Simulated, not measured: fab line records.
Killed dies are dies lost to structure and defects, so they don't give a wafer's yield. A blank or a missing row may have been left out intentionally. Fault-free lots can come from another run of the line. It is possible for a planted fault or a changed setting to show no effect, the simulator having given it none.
Chamber matching -- flow nand-harc -- NHARC_A_STAIRCASE_ALD_420 on ald-hk-04: 4 sister chambers
The step deposits SiO2, target thk 20 nm, pulse time 6 s, ald cycles 200. 14 wafers are shown with their chamber, then 7 later ones without.

## EACH WAFER AND ITS CHAMBER
wafer,chamber,heater-power-w (W),precursor-pulse-height-rel
L075.1,1,427,1.015
L075.4,0,498,1.012
L075.5,1,423,1.013
L080.2,2,426,1.015
L080.4,0,496,1.001
L080.6,2,436,1.021
L083.2,2,424,1.026
L083.3,3,478,1.007
L083.4,0,494,1.027
L088.2,1,408,1.009
L088.3,0,494,0.996
L088.5,3,486,0.963
L090.2,2,431,0.972
L090.3,1,410,1.003

SIGNATURES, as means of the wafers listed above
reading,chamber 0,chamber 1,chamber 2,chamber 3,scatter within a chamber
heater-power-w,495.50,417.00,429.25,482.00,6.29
precursor-pulse-height-rel,1.00900,1.01000,1.00850,0.98500,0.0186
Rule: for a wafer and a chamber, the distance is found by dividing, reading by reading, the gap between the wafer's reading and the chamber's mean by the reading's scatter, squaring, summing and taking the root. If the next closest chamber is less than 2 further off than the closest, the wafer can't be placed; otherwise it belongs to the closest. The scatter: take each reading less its chamber's mean, square it, sum over the shown wafers, divide by the number of wafers less the number of chambers, and take the root.

## WAFERS MISSING THEIR CHAMBER
wafer,heater-power-w (W),precursor-pulse-height-rel
L090.6,429,1.022
L094.4,419,1.045
L094.5,495,1.016
L094.6,398,1.020
L097.1,418,0.992
L097.3,496,0.974
L097.5,430,0.986

## CHAMBER TAKEN BY EACH
wafer,from the rows above,in truth
L090.6,can't be placed: 2 or 1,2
L094.4,can't be placed: 1 or 2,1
L094.5,0,0
L094.6,can't be placed: 1 or 2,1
L097.1,can't be placed: 1 or 2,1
L097.3,can't be placed: 0 or 3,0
L097.5,can't be placed: 2 or 1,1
Correct placement for 1 of the 7. These rows do not allow placing 6 (true chamber among the candidates in 6). 0 placed wrongly.
